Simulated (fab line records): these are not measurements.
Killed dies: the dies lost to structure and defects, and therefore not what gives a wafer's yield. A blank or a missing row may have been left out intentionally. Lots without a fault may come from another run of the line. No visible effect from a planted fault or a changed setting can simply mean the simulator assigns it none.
Matching of chambers	flow n5-finfet	N5_ZERO_LAYER_PECVD_02 on pecvd-01: 3 sister chambers
The step deposits SiO2 from SiH4/N2O, target thk 10 nm, time 6 s. 6 wafers are shown with their chamber, then 11 later ones without.

== WAFERS WITH THEIR CHAMBER ==
wafer	chamber	showerhead-plenum-p-Torr (Torr)	heater-power-w (W)
L079.4	1	8.00	864
L082.2	1	7.99	894
L084.1	2	8.05	794
L085.3	2	8.05	825
L085.6	0	8.32	910
L094.1	0	8.32	852

== WAFERS MISSING THEIR CHAMBER ==
wafer	showerhead-plenum-p-Torr (Torr)	heater-power-w (W)
L094.2	8.05	700
L094.5	8.35	850
L095.2	8.06	772
L095.3	8.05	786
L095.4	8.00	883
L096.2	8.33	906
L096.3	7.97	850
L096.4	8.33	900
L097.2	7.98	801
L097.4	8.00	824
L097.5	8.33	924

== CHAMBER TAKEN BY EACH ==
wafer	from the rows above	in truth
L094.2	2	2
L094.5	0	0
L095.2	2	2
L095.3	2	2
L095.4	1	1
L096.2	0	0
L096.3	1	1
L096.4	0	0
L097.2	1	1
L097.4	1	1
L097.5	0	0
Correct placement for 11 of the 11. From these rows, 0 cannot be placed. Placed wrongly: 0.
How it was worked out, from the rows above alone: a wafer's distance from a chamber is the root of the sum, over the readings, of the square of ((its reading less the chamber's mean) divided by the reading's scatter). If the next closest chamber is less than 2 further off than the closest, the wafer can't be placed; otherwise it belongs to the closest. The mean given for a chamber averages the wafers shown for that chamber. How the scatter is found: for the shown wafers, subtract from each reading the mean of its chamber, square and add these, divide the total by (wafers less chambers), then take the root.
